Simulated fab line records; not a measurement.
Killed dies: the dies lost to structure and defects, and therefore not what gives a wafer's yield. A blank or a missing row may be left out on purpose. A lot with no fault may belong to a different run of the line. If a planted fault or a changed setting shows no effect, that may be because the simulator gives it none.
Comparing a struck lot with a sound one | flow nand harc | 42 steps out of a route of 1302
Sound: wafers L857.4, L857.5, L857.6. Struck: wafer L854.5. (L854.2 of the same lot was not struck and is left out.) The cause comes at the end.
For every step that has rows: the tool of each side, followed by ch and its chambers, followed by its first start. Under that, the readings that differ: sound wafers | struck wafers | difference of the means | sigmas: that difference in standard deviations of wafers without a fault.
alike: same words and numbers on both sides, and readings whose means sit less than 2 such deviations apart. not compared: any withheld reading, any reading some wafer has no value for, any bound like >300 that may hide the same value, and any number with overlapping values for which the record gives no deviation.
The two part at a step that has a row with sigmas, a row that says differs or no value, or rows on one side only. When numbers do not overlap yet have no deviation, they are printed without sigmas and do not part them. A reading that every wafer of one side lacks parts them only if that side has two wafers or more.

NHARC_A_BLC_OVL_MEAS_11:
  sound: overlay-02 at day 31 03:06; struck: overlay-02 at day 30 00:04
  reading           | sound       | struck | difference | sigmas
  overlay y nm (nm) | 1.1 1.2 1.1 | -0.7   | -1.8       | -2
  alike: overlay x nm
NHARC_A_BLC_INSPECT_12:
  sound: defect inspect-01 at day 31 03:08; struck: defect inspect-02 at day 30 00:07
  alike: raw defect count
then, 2 steps without rows for these wafers: NHARC_A_BLC_DESCUM_15 (chemistry O2, time 3 s); NHARC_A_BLC_ETCH_16 (etches the open film in CF4, target depth 39 nm, time 65 s).
NHARC_A_BLC_ETCH_17: etches the open film in N2/H2, target depth 390 nm, time 609.38 s.
  sound on rie diel-11 ch 0,1,2; struck on rie diel-07 ch 3
  alike: drypump motor current A, oes product au, rf vpp V, showerhead plenum p Torr, throttle valve pct
  not compared: rf hours counter h
then, 1 step without rows for these wafers: NHARC_A_BLC_ETCH_18 (etches the open film in C4F8/O2/Ar, target depth 910 nm).
NHARC_A_BLC_CD_MEAS_19:
  sound: cd sem-03 at day 31 04:10; struck: cd sem-02 at day 30 01:08
  alike: cd nm
then, 1 step without rows for these wafers: NHARC_A_BLC_STRIP_29 (strips in CF4).
NHARC_A_BLC_STRIP_21: strips in O2.
  sound on rie diel-11 ch 0,3, day 31 04:21; struck on rie diel-11 ch 3, day 30 01:19
  alike: drypump motor current A, o2 flow sccm, oes product au, rf vpp V, showerhead plenum p Torr, throttle valve pct
  not compared: rf hours counter h
then, 3 steps without rows for these wafers: NHARC_A_BLC_STRIP_22 (strips in post etch residue remover, time 600 s); NHARC_A_BLC_DEGAS_30 (time 60 s); NHARC_A_BLC_PRE_CLEAN_31 (time 15 s).
NHARC_A_BLC_PVD_32: deposits Ti, target thk 5 nm, time 17.7 s.
  sound: pvd sputter-02 at day 31 04:53; struck: pvd sputter-01 at day 30 01:52
  alike: throttle valve pct
NHARC_A_BLC_ALD_23: deposits TiN, target thk 3 nm, pulse time 1 s, ald cycles 150.
  sound on ald metal-02 ch 2,3, day 31 05:00; struck on ald metal-04 ch 0, day 30 02:00
  reading                    | sound             | struck | difference | sigmas
  precursor pulse height rel | 0.994 0.982 0.990 | 1.030  | +0.041     | +2
  alike: heater power w, susceptor temp C
then, 3 steps without rows for these wafers: NHARC_A_BLC_CVD_24 (deposits W, target thk 150 nm, time 434 s); NHARC_A_BLC_CMP_25 (polishes, t overpolish 30 s, target thk 150 nm); NHARC_A_BLC_SRD_27.
NHARC_A_BLC_INSPECT_28:
  sound: defect inspect-02 at day 31 06:08; struck: defect inspect-01 at day 30 03:33
  alike: raw defect count
then, 10 steps without rows for these wafers: NHARC_A_M0_DEP_00 (deposits SiOC, target thk 150 nm); NHARC_A_M0_DEHYDRATE_01 (time 120 s); NHARC_A_M0_HMDS_02 (time 30 s); NHARC_A_M0_COAT_33 (time 65 s); NHARC_A_M0_COAT_03 (resist thk 90 nm); NHARC_A_M0_SOFTBAKE_04 (time 55 s); NHARC_A_M0_EBR_05; NHARC_A_M0_EXPOSE_06 (exposes mask A M0, target cd 80 nm); NHARC_A_M0_PEB_07 (peb time 65 s); NHARC_A_M0_DEVELOP_08 (develop time 35 s).
NHARC_A_M0_CD_MEAS_09 targets a cd of 80 nm.
  the record has rows for the sound wafers here (cd sem-03 ch 0, day 31 07:03) and none for the struck ones
NHARC_A_M0_OVL_MEAS_10: pitch 160 nm.
  the record has rows for the sound wafers here (overlay-02, day 31 07:08) and none for the struck ones
NHARC_A_M0_INSPECT_11:
  the record has rows for the sound wafers here (defect inspect-01, day 31 07:10) and none for the struck ones
then, 3 steps without rows for these wafers: NHARC_A_M0_DESCUM_14 (chemistry O2, time 3 s); NHARC_A_M0_ETCH_34 (etches the open film in N2/H2, target depth 40 nm, overetch 12 nm, time 43.94 s); NHARC_A_M0_ETCH_15 (etches the open film in C4F8/Ar, target depth 150 nm, overetch 15 nm, time 82.5 s).
NHARC_A_M0_CD_MEAS_16:
  the record has rows for the sound wafers here (cd sem-02, day 31 07:32) and none for the struck ones
NHARC_A_M0_STRIP_18: strips in N2/H2.
  the record has rows for the sound wafers here (rie diel-05 ch 0,2,3, day 31 07:39) and none for the struck ones
then, 4 steps without rows for these wafers: NHARC_A_M0_STRIP_19 (strips in post etch residue remover, time 600 s); NHARC_A_M0_DEGAS_28 (time 60 s); NHARC_A_M0_PRE_CLEAN_29 (time 30 s); NHARC_A_M0_PVD_20 (deposits TaN, target thk 5 nm, time 8.06 s).
NHARC_A_M0_PVD_21: deposits Cu, target thk 30 nm, time 20.49 s.
  the record has rows for the sound wafers here (pvd sputter-03) and none for the struck ones
NHARC_END_SORT_01:
  sound on prober-02 ch 0, day 33 07:17; struck on prober-02 ch 0, day 31 20:28
  reading         | sound    | struck | difference | sigmas
  killed at array | 53 59 58 | 673    | +616       | +31
  killed dies     | 57 62 62 | 675    | +615       | +29
  alike: killed at other, killed at periphery, killed open, killed short

## WHERE THEY PART
Earliest at NHARC_A_BLC_OVL_MEAS_11; latest, in this record, at NHARC_END_SORT_01.

WHY: what the simulator had put in
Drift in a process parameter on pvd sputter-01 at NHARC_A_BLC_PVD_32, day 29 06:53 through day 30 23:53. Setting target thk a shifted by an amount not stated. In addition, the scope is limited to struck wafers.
